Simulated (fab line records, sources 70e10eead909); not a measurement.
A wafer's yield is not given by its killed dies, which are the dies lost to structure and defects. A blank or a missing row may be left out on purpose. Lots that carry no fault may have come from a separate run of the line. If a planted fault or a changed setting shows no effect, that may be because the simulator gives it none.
8D (eight disciplines) problem report, filled in by code :: flow nand harc :: the parts of the form that need people (team, actions taken, sign-off) are left out

== 1. THE PROBLEM ==
Mean of raw defect count at NHARC_A_ZERO_WELL_INSPECT_17: 313 across 6 wafers in 2 lots; on wafers with no fault it is 13 (standard deviation 7.2). That is +42 standard deviations from the usual mean.
First seen on wafer L191.3, day 14 08:09, on defect inspect-02. At this step, 30 wafers from 10 lots have a number in the record. By rule, "out" or "out of limits" means more than 4 standard deviations away from the usual mean. The other wafers with a number count as sound.

== 2. WHAT THIS IS AND IS NOT ==
question: which readings at this step
is: raw defect count
is not: -

question: which lots
is: L191, L193
is not: L178, L179, L181, L182, L185, L194, L195, L196

question: which wafers of those lots
is: all that have a number
is not: -

question: read on which gauges
is: defect inspect-01, defect inspect-02
is not: -

question: when
is: from day 14 08:09
is not: up to then (15 sound wafers); but 9 sound wafers of L194, L195, L196 came after

== 3. SUSPECTS, AND WHAT RULES EACH OUT ==
Counting: a tool at a process step up to the reading stays a suspect if it ran every lot that is out and no sound lot after the first of them.
- the gauge at NHARC_A_ZERO_WELL_INSPECT_17: ruled out. Those wafers that are out were read across 2 gauges (defect inspect-01, defect inspect-02).
- rie diel-06 at NHARC_A_ZERO_WELL_ETCH_19 (etches the open film in N2/H2, target depth 80 nm, overetch 24 nm, time 87.88 s): ruled out as a lasting fault. The sound lots L194, L195, L196 went through it after L191, its earliest lot that is out (day 14 06:56).
- rie si-01 at NHARC_A_ZERO_WELL_ETCH_13 (etches the open film in HBr/Cl2, target depth 120 nm, time 40.1 s): kept. It processed each lot that is out, first L191 at day 14 07:04, and no sound lot thereafter; up to then, the last sound lot it processed was L185 at day 11 14:02.
Remaining after the count: rie si-01 at NHARC_A_ZERO_WELL_ETCH_13.

== 4. THE CAUSE (what the simulator had put in) ==
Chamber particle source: rie si-01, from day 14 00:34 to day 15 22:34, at NHARC_A_ZERO_WELL_ETCH_13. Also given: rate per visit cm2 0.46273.
Counting left only this tool.

== 5. SEQUENCE OF EFFECTS, ordered by route ==
Each row: a reading whose mean over the struck wafers that have a number lies more than 3 standard deviations from the usual. Readings are gone through only where the record gives a usual standard deviation; hours: the median, over the lots, of the time from a lot's start at the first step in this table giving one to that lot's start at this step; sigmas: the change measured in usual standard deviations.
hours: 0
step: NHARC_A_ZERO_WELL_INSPECT_17
reading: raw defect count
usual: 13
on struck wafers: 313
change: +300
sigmas: +42

hours: 25
step: NHARC_A_SOURCE_PLATE_INSPECT_08
reading: raw defect count
usual: 55
on struck wafers: 349
change: +294
sigmas: +13
Later measuring or inspecting steps at which every struck wafer that the step has a row for has a number for every such reading, and none has moved that far: NHARC_END_SORT_01.

== 6. WHAT WOULD HAVE CAUGHT IT SOONER ==
The first out-of-limits reading at a measuring or inspecting step in this record came at day 14 08:09, 8 hours after the fault's start at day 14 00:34.
Tool readings at NHARC_A_ZERO_WELL_ETCH_13 with a usual standard deviation given in the record: none out on any struck wafer, hence no alarm at a limit of 4 standard deviations on them.
L193, from the lots that are out (2), started NHARC_A_ZERO_WELL_ETCH_13 on rie si-01 later than day 14 08:09. Putting the tool on hold at that point would have spared it.
